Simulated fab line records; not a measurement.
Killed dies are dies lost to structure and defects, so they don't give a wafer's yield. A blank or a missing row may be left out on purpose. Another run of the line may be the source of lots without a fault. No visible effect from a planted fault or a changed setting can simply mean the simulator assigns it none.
fab line records	flow n5_finfet
record: lots: 6	wafers: 16	last_day: 19
route steps=1938 shown SDB@352 BEOL_M4@1111
lots untouched by any fault: they come from a run of this same line in which no faults occurred
start_h: hours from the record's first day to the start of the lot's first wafer shown	wait_h: how many hours have passed since the lot's step before this one	" repeats the value in the row above	L1.1+2: one row covering several wafers at once	- value missing, or start not given	* or withheld: withheld	< > ~ a bound
route shown NAME@n: names a module that has steps shown in the file, with the first one's number in the route	usual: the fault-free wafers' mean and standard deviation	same: alike in all rows	chamber/n: place in a boat	sites: readings site by site	_std_site: how widely they spread, as a standard deviation	_edge_site: outer sites' mean less inner sites'	radius_mm: how far each site lies from the wafer's centre	mask NAME#n: copy n	behind: tool/chamber where the wafer was last shaped	hold: why the lot was held/for how many hours/how that ended	device: the transistor (n, p or np) that didn't switch	end of line: at the end of the route, the tests of the same wafers	a step without rows: its recipe alone	killed: at the first sort, the dies lost to defects and structure; wafer yield is something else	map: dies across one wafer; x = killed, . = not, _ = none there
set.NAME: the setting the step ran with; set.NAME@STEP: the setting that earlier step ran with	model.NAME: the simulator's own value behind a step, which no gauge read
lots at selected steps of the route; one table per step, one row per wafer
services: when a tool's chamber went out of use (start_h, in hours from the record's first day, below 0 if earlier), for how many hours, and the reason
== steps ==
step: N5_SDB_SOFTBAKE_06
recipe: temp_c: 110	time_s: 60	resist: CAR-ArF
step: N5_SDB_EXPOSE_08
recipe: mask_id: SDB	na: 1.35	source_shape: conventional	sigma_outer: 0.5	polarization: unpolarized	dose_mj: 49.6
step: N5_SDB_PEB_09
recipe: peb_temp_c: withheld	peb_time_s: 60	resist: CAR-ArF
step: N5_SDB_DEVELOP_10
recipe: develop_time_s: 30	developer: TMAH	resist: CAR-ArF	rinse_liquid: diw	dry: air_spin	dev_temp_c: 23
step: N5_SDB_CD_MEAS_11
recipe: target_cd_nm: 50	landing_energy_ev: 500	detector: se_inlens	polarity: opening
usual: cd_nm: 50.3/0.83
lot.wafer	tool	chamber	start_h	wait_h	cd_nm
L886.2	cd_sem-03	0	103.84	-	51.2
L886.4	"	0	"	"	50.6
L886.6	"	0	"	"	50.9
L890.1	cd_sem-02	0	125.82	-	49.8
L890.3	"	0	"	"	51.2
L890.6	"	0	"	"	49.4
L894.3	cd_sem-03	0	149.42	-	48.6
L894.5	"	0	"	"	50.0
L894.6	"	0	"	"	49.0
L895.1	cd_sem-01	0	156.60	-	52.0
L895.4	"	0	"	"	51.3
L897.2	cd_sem-02	0	169.24	-	50.7
L897.4	"	0	"	"	52.6
L901.1	cd_sem-02	0	197.32	-	50.5
L901.2	"	0	"	"	49.9
L901.3	"	0	"	"	50.1
step: N5_SDB_OVL_MEAS_12
recipe: points_per_wafer: 44
usual: SDB_OVL: -0.1/0.71
lot.wafer	tool	chamber	start_h	wait_h	SDB_OVL[nm]
L886.2	overlay-02	0	103.87	0.0	0.0
L886.4	"	0	"	"	0.4
L886.6	"	0	"	"	0.9
L890.1	overlay-01	0	125.85	0.0	-1.8
L890.3	"	0	"	"	-0.4
L890.6	"	0	"	"	-0.3
L894.3	overlay-01	0	149.45	0.0	-0.5
L894.5	"	0	"	"	-0.6
L894.6	"	0	"	"	0.5
L895.1	overlay-01	0	156.63	0.0	1.0
L895.4	"	0	"	"	-0.3
L897.2	overlay-02	0	169.27	0.0	0.0
L897.4	"	0	"	"	0.4
L901.1	overlay-02	0	197.35	0.0	-0.2
L901.2	"	0	"	"	-0.5
L901.3	"	0	"	"	-2.1
step: N5_SDB_INSPECT_13
recipe: mode: adi	inspect_instrument: brightfield
usual: raw_defect_count: 72/28
lot.wafer	tool	chamber	start_h	wait_h	raw_defect_count
L886.2	defect_inspect-02	-	103.89	0.0	67
L886.4	"	-	"	"	108
L886.6	"	-	"	"	78
L890.1	defect_inspect-02	-	125.88	0.0	64
L890.3	"	-	"	"	64
L890.6	"	-	"	"	98
L894.3	defect_inspect-01	-	149.47	0.0	82
L894.5	"	-	"	"	55
L894.6	"	-	"	"	65
L895.1	defect_inspect-01	-	156.66	0.0	73
L895.4	"	-	"	"	54
L897.2	defect_inspect-02	-	169.29	0.0	117
L897.4	"	-	"	"	70
L901.1	defect_inspect-02	-	197.37	0.0	83
L901.2	"	-	"	"	69
L901.3	"	-	"	"	62
step: N5_SDB_DESCUM_16
recipe: chemistry: O2	time_s: 7.9	source_power_w: 50	bias_power_w: 20	pressure_mtorr: 20	rf_frequency_hz: 2.712e+07	temp_c: 40	resist: CAR-ArF	o2_flow_sccm: 225
usual: drypump_motor_current_A: 5.8/0.51	oes_product_au: 0.78/0.077	rf_vpp_V: 243.4/1.1	showerhead_plenum_p_Torr: 2.11/0.051	throttle_valve_pct: 20.52/0.16
lot.wafer	tool	chamber	start_h	wait_h	drypump_motor_current_A	oes_product_au	rf_hours_counter_h	rf_vpp_V	showerhead_plenum_p_Torr	throttle_valve_pct
L886.2	rie_diel-05	3	103.93	0.0	6.0	0.84	68	241.9	2.03	20.57
L886.4	"	0	"	"	5.7	0.85	50	245.8	2.22	20.47
L886.6	"	3	"	"	6.0	0.83	-	243.0	2.03	20.57
L890.1	rie_diel-01	1	125.91	0.0	5.7	0.78	149	242.8	2.11	20.66
L890.3	"	2	"	"	5.0	0.71	225	243.5	2.16	20.38
L890.6	"	3	"	"	5.2	0.78	-	245.7	2.10	20.68
L894.3	rie_diel-04	0	149.93	0.5	6.2	0.68	247	243.4	2.14	20.55
L894.5	"	1	"	"	6.2	0.68	-	242.1	2.05	20.57
L894.6	"	2	"	"	5.5	0.72	-	242.3	2.08	20.67
L895.1	rie_diel-01	3	156.69	0.0	5.2	0.77	119	243.4	2.10	20.72
L895.4	"	2	"	"	5.0	0.69	237	243.6	2.15	20.39
L897.2	rie_diel-01	1	169.32	0.0	5.6	0.77	165	242.5	2.10	20.68
L897.4	"	3	"	"	5.2	0.76	123	243.3	2.10	20.73
L901.1	rie_diel-05	3	197.40	0.0	6.0	0.81	96	241.9	2.02	20.62
L901.2	"	2	"	"	6.1	0.73	200	244.2	2.17	20.74
L901.3	"	0	"	"	5.7	0.81	79	245.0	2.21	20.54
step: N5_SDB_ETCH_17
recipe: chemistry: CF4	target: SiARC	target_depth_a: 234	mask_material: CAR-ArF	time_s: 39	ion_energy_ev: 80	pressure_mtorr: 40	source_w: 545	bias_w: 36	Ar_flow_sccm: 100	cf4_flow_sccm: 100	ends: cleared
usual: bias_w: 35.99/0.096	drypump_motor_current_A: 5.8/0.51	etch_rf_on_time_s: 39.0/0.49	oes_product_au: 0.66/0.064	rf_vpp_V: 184.2/0.97	showerhead_plenum_p_Torr: 2.16/0.05	throttle_valve_pct: 15.70/0.16
lot.wafer	tool	chamber	start_h	wait_h	bias_w	drypump_motor_current_A	etch_rf_on_time_s	oes_product_au	rf_hours_counter_h	rf_vpp_V	showerhead_plenum_p_Torr	throttle_valve_pct
L886.2	rie_diel-05	3	103.96	0.0	36.01	6.0	38.6	0.72	68	184.1	2.08	15.74
L886.4	"	0	"	"	36.00	5.7	39.9	0.72	50	185.6	2.26	15.63
L886.6	"	3	"	"	36.00	6.0	38.8	0.72	-	184.2	2.08	15.72
L890.1	rie_diel-01	1	125.95	0.0	35.87	5.6	38.6	0.67	149	183.7	2.14	15.76
L890.3	"	2	"	"	36.04	5.0	39.4	0.60	225	185.1	2.20	15.61
L890.6	"	3	"	"	35.79	5.1	38.1	0.68	-	182.6	2.15	15.82
L894.3	rie_diel-04	0	149.96	0.0	36.12	6.2	39.5	0.58	247	184.6	2.19	15.79
L894.5	"	1	"	"	36.15	6.2	39.1	0.58	-	183.5	2.11	15.84
L894.6	"	2	"	"	35.92	5.6	39.2	0.62	-	183.8	2.14	15.90
L895.1	rie_diel-01	3	156.73	0.0	36.06	5.2	37.9	0.67	119	184.9	2.15	15.85
L895.4	"	2	"	"	36.22	5.0	39.3	0.60	237	184.3	2.20	15.65
L897.2	rie_diel-01	1	169.36	0.0	35.98	5.6	39.2	0.65	165	184.5	2.14	15.78
L897.4	"	3	"	"	35.96	5.2	38.6	0.66	123	185.0	2.15	15.85
L901.1	rie_diel-05	3	197.44	0.0	35.98	6.0	38.7	0.69	96	181.4	2.07	15.78
L901.2	"	2	"	"	35.75	6.0	39.2	0.62	200	184.0	2.20	15.92
L901.3	"	0	"	"	36.16	5.7	39.7	0.69	79	184.7	2.25	15.70
step: N5_SDB_ETCH_18
recipe: chemistry: N2/H2	target: SOC	target_depth_a: 1000	overetch_a: 200	mask_material: SiARC	temp_c: 40	time_s: 150	ion_energy_ev: 200	pressure_mtorr: 30	source_w: 840	bias_w: 150	n2_flow_sccm: 200	h2_flow_sccm: 200
usual: bias_w: 149.9/0.45	drypump_motor_current_A: 5.8/0.51	oes_product_au: 0.70/0.066	rf_vpp_V: 524.4/1.9	showerhead_plenum_p_Torr: 2.56/0.063	throttle_valve_pct: 17.94/0.16
lot.wafer	tool	chamber	start_h	wait_h	bias_w	drypump_motor_current_A	oes_product_au	rf_hours_counter_h	rf_vpp_V	showerhead_plenum_p_Torr	throttle_valve_pct
L886.2	rie_diel-05	3	104.00	0.0	150.2	6.0	0.75	68	523.7	2.46	17.89
L886.4	"	0	"	"	149.5	5.7	0.76	50	527.8	2.70	17.94
L886.6	"	3	"	"	150.1	6.0	0.76	-	521.5	2.46	17.91
L890.1	rie_diel-01	1	125.98	0.0	150.2	5.7	0.69	149	524.4	2.54	18.04
L890.3	"	2	"	"	149.9	5.0	0.63	225	526.3	2.61	17.69
L890.6	"	3	"	"	149.4	5.2	0.70	-	524.8	2.57	18.10
L894.3	rie_diel-04	0	150.00	0.0	150.0	6.2	0.61	247	525.5	2.61	17.96
L894.5	"	1	"	"	150.3	6.2	0.60	-	522.7	2.50	18.00
L894.6	"	2	"	"	150.6	5.6	0.65	-	524.1	2.53	18.14
L895.1	rie_diel-01	3	156.76	0.0	150.3	5.2	0.69	119	524.2	2.57	18.12
L895.4	"	2	"	"	150.6	5.0	0.63	237	524.9	2.60	17.72
L897.2	rie_diel-01	1	169.39	0.0	149.8	5.7	0.68	165	523.6	2.54	18.07
L897.4	"	3	"	"	150.0	5.2	0.69	123	524.6	2.56	18.12
L901.1	rie_diel-05	3	197.47	0.0	149.5	6.0	0.72	96	520.1	2.45	17.94
L901.2	"	2	"	"	149.1	6.1	0.65	200	525.9	2.63	18.12
L901.3	"	0	"	"	150.1	5.7	0.74	79	526.3	2.69	17.99
step: N5_SDB_STRIP_19
recipe: chemistry: N2/H2	temp_c: 40	n2_flow_sccm: 200	h2_flow_sccm: 200	rf_frequency_hz: 6e+07
step: N5_SDB_STRIP_21
recipe: chemistry: CF4	resist: SiARC	power_w: 300	bias_power_w: 75	pressure_mtorr: 50	cf4_flow_sccm: 150	rf_frequency_hz: 6e+07
usual: drypump_motor_current_A: 5.8/0.51	oes_product_au: 0.77/0.073	rf_vpp_V: 271.3/1.1	showerhead_plenum_p_Torr: 1.80/0.042	throttle_valve_pct: 13.67/0.17
lot.wafer	tool	chamber	start_h	wait_h	drypump_motor_current_A	oes_product_au	rf_hours_counter_h	rf_vpp_V	showerhead_plenum_p_Torr	throttle_valve_pct
L886.2	rie_diel-05	3	104.14	0.0	6.0	0.83	68	270.2	1.74	13.64
L886.4	"	0	"	"	5.7	0.84	50	273.4	1.90	13.56
L886.6	"	3	"	"	6.0	0.83	-	269.9	1.74	13.66
L890.1	rie_diel-01	1	126.12	0.0	5.6	0.77	149	269.4	1.80	13.72
L890.3	"	2	"	"	5.0	0.70	225	272.8	1.84	13.64
L890.6	"	3	"	"	5.2	0.78	-	271.8	1.80	13.76
L894.3	rie_diel-04	0	150.13	0.0	6.2	0.68	247	270.0	1.84	13.81
L894.5	"	1	"	"	6.2	0.67	-	270.2	1.76	13.83
L894.6	"	2	"	"	5.5	0.72	-	270.2	1.79	13.84
L895.1	rie_diel-01	3	156.90	0.0	5.2	0.78	119	270.8	1.80	13.78
L895.4	"	2	"	"	5.0	0.69	237	270.4	1.84	13.65
L897.2	rie_diel-01	1	169.53	0.0	5.7	0.75	165	270.8	1.79	13.76
L897.4	"	3	"	"	5.2	0.76	123	271.9	1.80	13.81
L901.1	rie_diel-05	3	197.61	0.0	6.0	0.80	96	270.9	1.74	13.71
L901.2	"	2	"	"	6.0	0.72	200	271.3	1.84	13.92
L901.3	"	0	"	"	5.7	0.81	79	273.2	1.89	13.61
step: N5_SDB_HM_OPEN_20
recipe: chemistry: CH3F/O2	target: SiNx	mask_material: SOC	target_depth_a: 240	stop_on: poly-Si	over_etch_frac: 0.4	ion_energy_ev: 120	pressure_mtorr: 30	source_w: 395	bias_w: 73	Ar_flow_sccm: 150	CH3F_flow_sccm: 30	O2_flow_sccm: 20
usual: bias_w: 73.02/0.22	drypump_motor_current_A: 5.8/0.51	oes_product_au: 0.63/0.059	over_etch_frac: 0.4/0	rf_vpp_V: 298/3.3	showerhead_plenum_p_Torr: 2.02/0.048	throttle_valve_pct: 16.44/0.15
lot.wafer	tool	chamber	start_h	wait_h	bias_w	drypump_motor_current_A	oes_product_au	over_etch_frac	rf_hours_counter_h	rf_vpp_V	showerhead_plenum_p_Torr	throttle_valve_pct	model.SOC_of_SDB_COAT_03.thk_nm
L886.2	rie_diel-05	3	104.16	0.0	72.98	6.0	0.68	0.4	68	296	1.95	16.46	83.6
L886.4	"	0	"	"	73.14	5.7	0.70	0.4	50	301	2.12	16.37	83.6
L886.6	"	3	"	"	73.06	6.0	0.69	0.4	-	295	1.95	16.46	83.8
L890.1	rie_diel-01	1	126.14	0.0	72.96	5.6	0.64	0.4	149	296	2.00	16.47	84
L890.3	"	2	"	"	72.62	5.0	0.58	0.4	225	304	2.06	16.35	84.6
L890.6	"	3	"	"	73.03	5.2	0.66	0.4	-	293	2.01	16.58	84
L894.3	rie_diel-04	0	150.15	0.0	72.88	6.2	0.56	0.4	247	300	2.05	16.53	84
L894.5	"	1	"	"	72.76	6.2	0.56	0.4	-	299	1.97	16.57	84
L894.6	"	2	"	"	72.85	5.6	0.58	0.4	-	296	2.00	16.63	83.8
L895.1	rie_diel-01	3	156.92	0.0	73.33	5.1	0.63	0.4	119	293	2.01	16.57	83.8
L895.4	"	2	"	"	73.09	5.0	0.54	0.6075	237	304	2.06	16.36	81.8
L897.2	rie_diel-01	1	169.55	0.0	72.83	5.6	0.60	0.4	165	297	2.00	16.51	83.8
L897.4	"	3	"	"	73.63	5.1	0.57	0.6075	123	293	2.01	16.59	81.6
L901.1	rie_diel-05	3	197.63	0.0	73.07	5.9	0.66	0.4	96	296	1.94	16.52	84.2
L901.2	"	2	"	"	73.75	6.0	0.59	0.4	200	298	2.06	16.66	84
L901.3	"	0	"	"	73.11	5.7	0.67	0.4	79	299	2.11	16.42	84.2
step: N5_SDB_STRIP_22
recipe: chemistry: N2/H2	power_w: 1000	temp_c: 250	h2_frac: 0.65	overash_fraction: 0.3	pressure_mtorr: withheld	n2_flow_sccm: 1750	h2_flow_sccm: 3250
usual: drypump_motor_current_A: 5.75/0.1	heater_power_w: 343/22	oes_product_au: 0.715/0.0042	strip_time_to_endpoint_s: 96.3/0.31
lot.wafer	tool	chamber	start_h	wait_h	drypump_motor_current_A	heater_power_w	oes_product_au	rf_hours_counter_h	strip_time_to_endpoint_s
L886.2	plasma_asher-01	1	104.24	0.1	5.74	339	0.711	40	95.8
L886.4	"	0	"	"	5.67	365	0.715	-	95.9
L886.6	"	0	"	"	5.68	360	0.715	-	96.0
L890.1	plasma_asher-01	0	126.22	0.1	5.68	362	0.720	44	96.1
L890.3	"	0	"	"	5.68	361	0.712	-	96.8
L890.6	"	0	"	"	5.69	362	0.717	-	96.3
L894.3	plasma_asher-01	0	150.27	0.1	5.64	356	0.709	-	96.3
L894.5	"	0	"	"	5.67	362	0.718	-	96.1
L894.6	"	1	"	"	5.73	340	0.711	-	96.1
L895.1	plasma_asher-01	1	157.09	0.1	5.73	348	0.711	52	96.0
L895.4	"	1	"	"	5.73	341	0.708	-	94.1
L897.2	plasma_asher-01	0	169.71	0.1	5.66	373	0.710	57	96.1
L897.4	"	0	"	"	5.66	364	0.708	-	93.9
L901.1	plasma_asher-01	0	199.60	1.9	5.66	364	0.714	61	96.5
L901.2	"	1	"	"	5.72	343	0.716	61	96.2
L901.3	"	1	"	"	5.73	340	0.714	-	96.5
step: N5_SDB_PRECLEAN_23
recipe: chemistry: dHF	time_s: 30	temp_c: 25	dilution: withheld
step: N5_BEOL_M4_RC_MEAS_101
usual: DIBL_N: 36.6/1.3	DIBL_P: 36.4/1.4	IOFF_N: 0.167/0.023	IOFF_P: 0.219/0.029	ION_N: 678/8.7	ION_P: 464/6.4	SS_N: 71.5/0.53	SS_P: 73.4/0.57	VT_N: 248.5/2.8	VT_P: -249/3.1
lot.wafer	tool	chamber	start_h	wait_h	DIBL_N[mV/V]	DIBL_P[mV/V]	IOFF_N[nA/um]	IOFF_P[nA/um]	ION_N[uA/um]	ION_P[uA/um]	SS_N[mV/dec]	SS_P[mV/dec]	VT_N[mV]	VT_P[mV]
L886.2	prober-02	0	226.67	0.2	38.3	38.0	0.181	0.236	682	475	71.9	73.5	247.6	-247
L886.4	"	0	"	"	39.1	39.0	0.211	0.270	704	481	71.8	73.0	243.3	-246
L886.6	"	0	"	"	38.8	38.6	0.201	0.251	690	470	71.6	73.9	244.8	-250
L890.1	prober-01	0	283.19	0.0	36.5	36.2	0.178	0.202	677	461	71.8	72.7	246.3	-249
L890.3	"	0	"	"	35.3	35.3	0.153	0.196	667	459	71.9	73.3	248.6	-250
L890.6	"	0	"	"	37.0	37.4	0.185	0.225	681	460	71.5	73.7	243.9	-249
L895.1	prober-02	0	296.68	0.0	37.5	37.2	0.187	0.261	679	465	72.4	73.6	246.6	-245
L895.4	"	0	"	"	36.0	35.6	0.158	0.239	674	468	71.2	73.8	250.5	-246
L894.3	prober-01	0	308.82	0.3	37.4	37.2	0.193	0.231	675	461	71.2	73.1	246.4	-248
L894.5	"	0	"	"	35.9	35.8	0.157	0.210	670	457	71.6	73.3	249.6	-249
L894.6	"	0	"	"	35.7	35.4	0.152	0.201	677	460	71.9	73.5	249.6	-251
L897.2	prober-02	0	335.03	0.2	38.4	39.2	0.187	0.234	688	464	71.0	74.2	249.4	-251
L897.4	"	0	"	"	36.8	36.9	0.157	0.203	677	461	70.6	74.0	250.3	-252
L901.1	prober-01	0	351.14	0.0	36.9	37.9	0.164	0.231	674	467	71.6	74.1	251.0	-249
L901.2	"	0	"	"	36.5	37.0	0.149	0.200	676	457	71.7	72.9	249.8	-253
L901.3	"	0	"	"	37.9	39.8	0.187	0.257	683	471	72.1	73.3	247.3	-248
== services ==
tool	chamber	start_h	hours	kind
rie_diel-04	3	101.78	-	clean
rie_diel-04	3	101.78	-	consumable_replace:focus_ring
rie_diel-04	3	101.78	28.4	scheduled_down
rie_diel-04	3	101.78	28.4	vent_cycle
plasma_asher-01	-	117.89	8.2	repair
rie_diel-04	-	119.54	2.3	repair
rie_diel-05	-	132.88	14.6	pm
rie_diel-04	0	160.67	-	clean
rie_diel-04	0	160.67	-	consumable_replace:focus_ring
rie_diel-04	0	160.67	25.2	scheduled_down
rie_diel-04	0	160.67	25.2	vent_cycle
rie_diel-05	1	173.90	8.8	repair
rie_diel-04	1	176.16	8.1	repair
rie_diel-01	0	182.28	1.9	repair
plasma_asher-01	-	183.68	14.6	pm
rie_diel-04	1	185.89	-	clean
rie_diel-04	1	185.89	-	consumable_replace:focus_ring
rie_diel-04	1	185.89	27.9	scheduled_down
rie_diel-04	1	185.89	27.9	vent_cycle
rie_diel-01	2	190.80	1.6	repair
== key ==
first_sign: step: N5_SDB_HM_OPEN_20	reading: over_etch_frac	direction: up	sigmas: 99+	usual: 0.4	struck: 0.6075
effect: step: N5_SDB_STRIP_22	reading: strip_time_to_endpoint_s	direction: down	sigmas: 7.3	usual: *	struck: *
model_effect: step: N5_SDB_HM_OPEN_20	value: SOC_of_SDB_COAT_03.thk_nm	without: 84	struck: 81.7
met_at N5_SDB_HM_OPEN_20
struck_wafers L895.4,L897.4
onset_between 126.14 156.92
fault: kind: process_parameter_drift	tool: rie_diel-01	chamber: -	onset_h: 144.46	steps: N5_SDB_HM_OPEN_20	channel: over_etch_frac	offset: 0.2075	shape: step	end_h: 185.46	scope: struck_wafers_only	acts_in: these_recipes_only	stated: 0.4
